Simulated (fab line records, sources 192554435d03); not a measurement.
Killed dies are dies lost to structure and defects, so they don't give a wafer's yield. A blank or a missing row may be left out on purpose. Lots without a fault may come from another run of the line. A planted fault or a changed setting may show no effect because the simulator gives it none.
A struck lot beside a sound one | flow n5_finfet | 40 steps out of a route of 1938
Sound: wafers L242.1, L242.4, L242.5. Struck: wafers L230.2, L230.3, L230.6. The cause comes at the end.
At each step with rows: each side's tool, then ch and its chambers, then its first start. Under that, the readings that differ: sound wafers | struck wafers | difference of the means | sigmas: that difference in standard deviations of wafers without a fault.
alike: readings whose means differ by less than 2 such deviations, and words and numbers that are the same on both sides. not compared: withheld readings, readings that some wafer has no value for, bounds like >300 that may hide the same value, and numbers for which the record gives no deviation and whose values overlap.
The two part at a step that has a row with sigmas, a row that says differs or no value, or rows on one side only. Numbers that don't overlap but have no deviation are shown without sigmas and don't part them. A reading that every wafer of one side lacks parts them only if that side has two wafers or more.

first, 11 steps without rows for these wafers: N5_PMOS_HMC_CHANNEL_EPI_ETCH_38 (etches SiO2 in CF4, target depth 1.5 nm); N5_PMOS_HMC_CHANNEL_EPI_FIN_RECESS_16 (chemistry HBr/Cl2, target Si, target depth 54 nm, time 18 s); N5_PMOS_HMC_CHANNEL_EPI_PRECLEAN_36 (cleans in O3/DIW, time 45 s); N5_PMOS_HMC_CHANNEL_EPI_PRECLEAN_18 (cleans in DHF, time 30 s); N5_PMOS_HMC_CHANNEL_EPI_SRD_19 (time 30 s); N5_PMOS_HMC_CHANNEL_EPI_EPI_20 (deposits SiGe30, target thk 59 nm); N5_PMOS_HMC_CHANNEL_EPI_HM_STRIP_35 (strips SiO2 in dHF, material SiO2, target depth 39.6 nm, time 216 s); N5_PMOS_HMC_CHANNEL_EPI_SRD_39 (time 30 s); N5_PMOS_HMC_CHANNEL_EPI_CMP_21 (polishes SiGe30, target thk 54 nm); N5_PMOS_HMC_CHANNEL_EPI_PRECLEAN_40 (cleans in DHF, time 30 s); N5_PMOS_HMC_CHANNEL_EPI_PRECLEAN_37 (cleans in O3/DIW, time 45 s).
N5_PMOS_HMC_CHANNEL_EPI_PRECLEAN_24: cleans in DHF, time 30 s.
  sound on wet_bench-04 ch 3,5,6, day 7 08:32; struck on wet_bench-03 ch 0,3,4, day 4 07:56
  alike: temp_c
then, 2 steps without rows for these wafers: N5_PMOS_HMC_CHANNEL_EPI_SRD_25 (time 30 s); N5_PMOS_HMC_CHANNEL_EPI_EPI_26 (deposits Si from SiH4/H2, target thk 3.8 nm, time 22.7 s).
N5_PMOS_HMC_CHANNEL_EPI_INSPECT_30: inspects for defects (darkfield).
  sound on defect_inspect-01, day 7 08:58; struck on defect_inspect-02, day 4 08:22
  reading          | sound   | struck      | difference | sigmas
  raw_defect_count | 17 9 20 | 895 850 832 | +844       | +99 or more
then, 19 steps without rows for these wafers: N5_FIN_SAQP_PRECLEAN_42 (cleans in O3/DIW, time 60 s); N5_FIN_SAQP_PRECLEAN_00 (cleans in SC1, time 60 s); N5_FIN_SAQP_PRECLEAN_44 (cleans in SC2, time 45 s); N5_FIN_SAQP_SRD_01 (time 30 s); N5_FIN_SAQP_ALD_61 (deposits SiO2, target thk 4 nm, pulse time 1 s, purge time 2 s); N5_FIN_SAQP_DENSIFY_62 (time 60 s); N5_FIN_SAQP_HM_DEP_03 (deposits SiNx from SiH4/NH3/N2, target thk 38 nm, time 33.6 s); N5_FIN_SAQP_PECVD_47 (deposits a-Si from SiH4/He, target thk 45 nm, time 36.3 s); N5_FIN_SAQP_PECVD_48 (deposits SiNx from SiH4/NH3/N2, target thk 25 nm, time 22.1 s); N5_FIN_SAQP_PECVD_06 (deposits a-Si from SiH4/He, target thk 60 nm, time 48.1 s); N5_FIN_SAQP_HM_DEP_72 (deposits SiO2 from SiH4/N2O, target thk 12 nm, time 7.2 s); N5_FIN_SAQP_COAT_49 (time 60 s, resist thk 100 nm); N5_FIN_SAQP_COAT_50 (time 60 s, resist thk 35 nm); N5_FIN_SAQP_COAT_10 (resist thk 90 nm); N5_FIN_SAQP_EBR_12; N5_FIN_SAQP_SOFTBAKE_11 (time 60 s); N5_FIN_SAQP_EXPOSE_13 (exposes mask FIN CORE, target cd 35.6 nm); N5_FIN_SAQP_PEB_14 (peb time 60 s); N5_FIN_SAQP_DEVELOP_15 (develop time 30 s).
N5_FIN_SAQP_INSPECT_18: inspects for defects (brightfield).
  sound on defect_inspect-02, day 7 10:29; struck on defect_inspect-02, day 4 09:50
  reading          | sound       | struck         | difference | sigmas
  raw_defect_count | 379 400 383 | 1459 1307 1309 | +971       | +8
then, 1 step without rows for these wafers: N5_FIN_SAQP_DESCUM_21 (chemistry O2, time 7.9 s).
N5_FIN_SAQP_INSPECT_40: inspects for defects (brightfield).
  sound on defect_inspect-01, day 7 15:47; struck on defect_inspect-01, day 4 14:01
  reading          | sound       | struck        | difference | sigmas
  raw_defect_count | 216 189 178 | 1186 1033 961 | +866       | +13
N5_FIN_CUT_INSPECT_10: inspects for defects (brightfield).
  sound on defect_inspect-01, day 7 16:10; struck on defect_inspect-01, day 4 14:32
  reading          | sound    | struck      | difference | sigmas
  raw_defect_count | 43 42 44 | 942 883 857 | +851       | +71
-- the record jumps here: 7 days lie between the struck wafers' starts before and after (it left off in module FIN_CUT and takes up again in module BEOL_M4, whose first step shown is number 1111 of the route) --
N5_BEOL_M4_RC_MEAS_101:
  sound on prober-02 ch 0, day 14 07:40; struck on prober-02 ch 0, day 11 17:26
  reading   | sound          | struck         | difference | sigmas
  VT_P (mV) | -246 -248 -244 | -252 -252 -254 | -7         | -2
  alike: DIBL_N, DIBL_P, IOFF_N, IOFF_P, ION_N, ION_P, SS_N, SS_P, VT_N
-- the record jumps here: 6 days lie between the struck wafers' starts before and after (it left off in module BEOL_M4 and takes up again in module PASSIVATION, whose first step shown is number 1936 of the route) --
N5_PASSIVATION_PROBE_49:
  the record has rows for the struck wafers here (prober-01, day 17 05:39) and none for the sound ones

WHERE THEY PART
First at N5_PMOS_HMC_CHANNEL_EPI_INSPECT_30; last, within this record, at N5_PASSIVATION_PROBE_49.

WHY: what the simulator had put in
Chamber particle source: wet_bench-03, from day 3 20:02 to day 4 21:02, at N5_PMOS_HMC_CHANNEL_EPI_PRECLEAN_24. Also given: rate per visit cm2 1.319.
